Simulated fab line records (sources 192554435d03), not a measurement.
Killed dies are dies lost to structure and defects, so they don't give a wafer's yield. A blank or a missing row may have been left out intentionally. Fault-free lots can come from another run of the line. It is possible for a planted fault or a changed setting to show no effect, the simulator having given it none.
One fault seen from 3 desks ; flow n5Finfet ; every desk sees just its own numbers, and what lay behind them comes last

== FROM THE METROLOGY DESK ==
Lot by lot, what the gauges showed, no matter which tool ran the lot: averages of those sampled wafers that carry a number. The brackets show how far a lot's mean lies from the usual mean; more than 4 standard deviations puts the lot out of limits, marked OUT. Of its 10 readings 7 are shown: those that lie furthest out on some lot.
Columns: A = DIBL_N at N5_BEOL_M4_RC_MEAS_101, usual 35.9 mV/V; B = IOFF_N at N5_BEOL_M4_RC_MEAS_101, usual 0.160 nA/um; C = IOFF_P at N5_BEOL_M4_RC_MEAS_101, usual 0.21 nA/um; D = ION_P at N5_BEOL_M4_RC_MEAS_101, usual 461 uA/um; E = SS_N at N5_BEOL_M4_RC_MEAS_101, usual 71.4 mV/dec; F = VT_N at N5_BEOL_M4_RC_MEAS_101, usual 249.3 mV; G = VT_P at N5_BEOL_M4_RC_MEAS_101, usual -250 mV
lot;first seen here;A;B;C;D;E;F;G
L201;day 9 04:48;37.0;0.179;0.24;460;71.6;248.8;-247
L207;day 10 05:20;35.8;0.143;0.19;458;71.1;251.6;-251
L206;day 10 06:41;35.9;0.157;0.18;459;70.8;249.0;-254
L208;day 10 14:10;34.6;0.139;0.19;457;70.9;250.7;-249
L215;day 11 21:24;37.6;0.198;0.28;473;71.5;244.7;-244
L217;day 13 00:23;36.1;0.170;0.26;466;71.9;249.2;-245
L218;day 13 21:21;36.7;0.147;0.17;447;71.5;250.3;-256
L220;day 13 21:41;35.3;0.164;0.21;458;71.6;248.3;-250
L221;day 14 04:16;36.4;0.158;0.20;459;71.1;251.7;-252
Finding of this desk: none of the 9 lots has anything out of limits.

== THE DEFECT DESK ==
Inspection counts along the route, by lot: the mean over sampled wafers that carry a number. The brackets show how far a lot's mean lies from the usual mean; more than 4 standard deviations puts the lot out of limits, marked OUT.
Columns: A = rawDefectCount at N5_HKMG_FIN_INSPECT_14, usual 2.1
lot;first seen here;A
L201;day 5 06:39;1.3
L206;day 6 06:44;3.0
L207;day 6 10:08;1.3
L208;day 6 15:43;2.0
L215;day 8 12:19;2.3
L217;day 9 00:17;1.3
L218;day 9 11:07;3.7
L220;day 9 17:25;1.0
L221;day 9 22:08;1.0
Finding of this desk: none of the 9 lots has anything out of limits.

== AT THE TOOL OWNER'S DESK: rieDiel-05 ==
The tool's own readings at N5_HKMG_FIN_STRIP_90 (strips SOC in N2/H2, time 20 s): means of the sampled wafers that have a number, for each lot that ran on this tool. The brackets show how far a lot's mean lies from the usual mean; more than 4 standard deviations puts the lot out of limits, marked OUT.
Columns: A = drypumpMotorCurrentA at N5_HKMG_FIN_STRIP_90, usual 5.8 A; B = oesProductAu at N5_HKMG_FIN_STRIP_90, usual 0.75 a.u.; C = powerW at N5_HKMG_FIN_STRIP_90, usual 499.9 W; D = rfVppV at N5_HKMG_FIN_STRIP_90, usual 54.2 V; E = showerheadPlenumPTorr at N5_HKMG_FIN_STRIP_90, usual 3.35 Torr; F = throttleValvePct at N5_HKMG_FIN_STRIP_90, usual 19.1 %
lot;first seen here;A;B;C;D;E;F
L206;day 6 09:13;5.8;0.70;485.1 (-11) OUT;54.1;3.17;19.3
L207;day 6 12:57;5.3;0.72;485.0 (-11) OUT;53.8;3.21;19.1
L217;day 9 03:42;5.3;0.71;500.6;54.5;3.20;19.1
L220;day 9 20:07;6.1;0.87;497.5;54.1;3.50;19.1
This desk finds L206, L207 out of limits, L206 being first, at day 6 09:13 (powerW at N5_HKMG_FIN_STRIP_90). L217, L220 stayed within limits.

== PUT TOGETHER ==
At day 6 09:13, on L206, L207, the tool owner's desk was in a position to raise an alarm.
The metrology desk saw nothing out of limits.
Nothing the defect desk looked at was out of limits.
The metrology desk holds a record of L206, L207, inside its limits.
The defect desk has L206, L207 on record, within its limits.
N5_HKMG_FIN_STRIP_90 was run on rieDiel-05 by each of the lots named.

== WHAT THE SIMULATOR PUT IN ==
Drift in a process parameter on rieDiel-05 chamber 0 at N5_HKMG_FIN_STRIP_90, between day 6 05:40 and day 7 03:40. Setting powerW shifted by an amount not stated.
Shown lots that were struck: L206, L207.
Hours from the fault's start to each desk's first reading out of limits: the tool owner's desk, 4.
